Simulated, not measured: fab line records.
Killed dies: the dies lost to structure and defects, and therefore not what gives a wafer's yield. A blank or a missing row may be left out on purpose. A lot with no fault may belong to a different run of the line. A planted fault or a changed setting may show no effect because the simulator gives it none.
Which of the tools did it? | flow nand-harc | Sampling: 7 lots, 19 wafers, 2 of 1302 route steps

WHAT THE GAUGES SHOWED, per wafer
NHARC_A_CONTACT_CD_MEAS_69: target cd 300 nm.
lot  | measured     | on        | cd-nm (nm)
L372 | day 22 11:43 | cd-sem-03 | 299.7 299.5 300.3
L373 | day 23 06:43 | cd-sem-02 | 300.0 299.5
L376 | day 24 21:56 | cd-sem-03 | 300.0 300.1
L383 | day 27 12:05 | cd-sem-02 | 300.0 300.0 300.2
L385 | day 28 10:02 | cd-sem-03 | 300.3 300.0 300.4
L389 | day 30 09:54 | cd-sem-02 | 300.4 300.8 300.3
L390 | day 30 18:08 | cd-sem-03 | 299.8 300.0 299.9

WHICH TOOL RAN EACH LOT (tool, then ch and the chambers of the sampled wafers, then the start)
lot  | NHARC_A_CONTACT_STRIP_55
L372 | rie-diel-05 ch 1,2, day 22 11:43 or earlier
L373 | rie-diel-01 ch 0,3, day 23 06:43 or earlier
L376 | rie-diel-01 ch 1,2, day 24 21:56 or earlier
L383 | rie-diel-05 ch 0,1,2, day 27 12:05 or earlier
L385 | rie-diel-05 ch 2,3, day 28 10:02 or earlier
L389 | rie-diel-01 ch 0,1,2, day 30 09:54 or earlier
L390 | rie-diel-01 ch 0,1,2, day 30 18:08 or earlier
- NHARC_A_CONTACT_STRIP_55: strips in O2.

THE ANSWER, worked out from the rows above alone
Rule: the usual values come from the lots themselves. Put in order of their means at a reading, lots are off if they are a third of the lots or fewer, leave a main group of 4 or more, and stand apart from it by a gap of 3 or more times the standard deviation of the main group's means; of several such gaps the widest counts. The tables above print the reading to a certain number of digits; a main group whose means all agree to those digits is not used. Also off: a lot with no number at a reading for which 4 or more lots have one. The other lots that the step has rows for count as sound.
No lot is off at any reading shown: from this, nothing can be told.

WHAT THE SIMULATOR HAD PUT IN
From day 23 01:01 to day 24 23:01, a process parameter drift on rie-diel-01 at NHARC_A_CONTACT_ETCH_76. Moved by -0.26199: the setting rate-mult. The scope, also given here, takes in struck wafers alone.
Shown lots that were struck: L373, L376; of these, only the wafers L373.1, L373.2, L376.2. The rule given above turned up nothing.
